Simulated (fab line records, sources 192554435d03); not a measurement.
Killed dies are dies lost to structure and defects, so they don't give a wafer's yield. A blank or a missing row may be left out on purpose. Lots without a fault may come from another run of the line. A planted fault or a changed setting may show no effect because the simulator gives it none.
Split-lot experiment | flow n5_finfet | 7 lots, 21 wafers read, on a route of 1938 steps

THE SPLIT
At N5_WELL_APT_EXPOSE_05 (exposes mask NWELL, defocus 0 nm, target cd 200 nm), the setting dose_mj was moved away from the recipe's 20.3 on 7 of the 21 wafers read, by -5.9% to +7.0%. The other wafers ran this setting at the recipe's value.

FROM THE SPLIT TO THE READING: what the file shows between them, 3 steps
- N5_WELL_APT_PEB_06: peb time 90 s
- N5_WELL_APT_DEVELOP_07: develop time 45 s
- N5_WELL_APT_HARDBAKE_12: time 120 s

THE READING
cd_nm, in nm, at N5_WELL_APT_CD_MEAS_08 (target cd 200 nm). Fault-free wafers of this fab line usually give 200.0 nm, standard deviation 1.4 nm.

wafer  | tool, chamber at the split | dose_mj as run | against the recipe | cd_nm, nm | against lot-mates on the recipe
L076.1 | krf_scanner-01, 0          | 20.3           | recipe             | 200.8     | -
L076.2 | krf_scanner-01, 0          | 19.2           | -5.4%              | 191.5     | -9.0
L076.5 | krf_scanner-01, 0          | 20.3           | recipe             | 200.2     | -
L080.3 | krf_scanner-01, 0          | 21.25          | +4.7%              | 208.3     | +7.8
L080.5 | krf_scanner-01, 0          | 21.25          | +4.7%              | 208.1     | +7.6
L080.6 | krf_scanner-01, 0          | 20.3           | recipe             | 200.5     | -
L088.2 | krf_scanner-02, 0          | 19.1           | -5.9%              | 190.4     | -8.3
L088.5 | krf_scanner-02, 0          | 20.3           | recipe             | 198.3     | -
L088.6 | krf_scanner-02, 0          | 20.3           | recipe             | 199.2     | -
L089.2 | krf_scanner-02, 0          | 20.3           | recipe             | 197.2     | -
L089.5 | krf_scanner-02, 0          | 20.3           | recipe             | 198.6     | -
L089.6 | krf_scanner-02, 0          | 20.3           | recipe             | 198.8     | -
L092.1 | krf_scanner-02, 0          | 20.3           | recipe             | 200.6     | -
L092.3 | krf_scanner-02, 0          | 20.3           | recipe             | 199.4     | -
L092.4 | krf_scanner-02, 0          | 21.31          | +5.0%              | 207.5     | +7.5
L095.1 | krf_scanner-01, 0          | 19.9           | -2.0%              | 197.5     | -3.7
L095.4 | krf_scanner-01, 0          | 20.3           | recipe             | 202.8     | -
L095.6 | krf_scanner-01, 0          | 20.3           | recipe             | 199.5     | -
L097.2 | krf_scanner-01, 0          | 20.3           | recipe             | 201.3     | -
L097.3 | krf_scanner-01, 0          | 20.3           | recipe             | 197.9     | -
L097.6 | krf_scanner-01, 0          | 21.73          | +7.0%              | 210.8     | +11.2

THE FIT
A straight line over all 21 wafers: cd_nm changes by +1.61 nm for each +1% of dose_mj; r = +0.97; the points scatter about the line by 1.3 nm.
The same after taking each lot's own level away (the mean of its wafers on the recipe; 21 wafers): +1.57 nm for each +1%; r = +0.98; scatter 0.91 nm.
On that fit, the largest move of dose_mj shifts the reading by 11 nm.
The lots' own levels span 198.20 to 201.15 nm, that is 2.1 times the standard deviation above.
So the lot-to-lot level changes the slope little: the two slopes agree.
Check: with one of the wafers moved furthest among these (+7.0%) left out of the fit, the line predicts +11.1 nm for it against its lot-mates. It came out at +11.2 nm against them.

THE WHOLE CHAIN: every reading that the file lists as answering this split, in the file's order
step                   | what it does             | reading                                                         | change (the file's fit)              | r (the file's)
N5_WELL_APT_CD_MEAS_08 | target cd 200 nm         | cd_nm                                                           | +1.56 nm for each +1% of the setting | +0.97
N5_WELL_APT_DESCUM_13  | chemistry O2, time 7.9 s | WELL_APT.cd_nm (the simulator's own value, which no gauge read) | +1.55 nm for each +1% of the setting | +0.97

THE FILE'S OWN FIT
cd_nm changes by +1.56 nm for each +1% of dose_mj, r = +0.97.
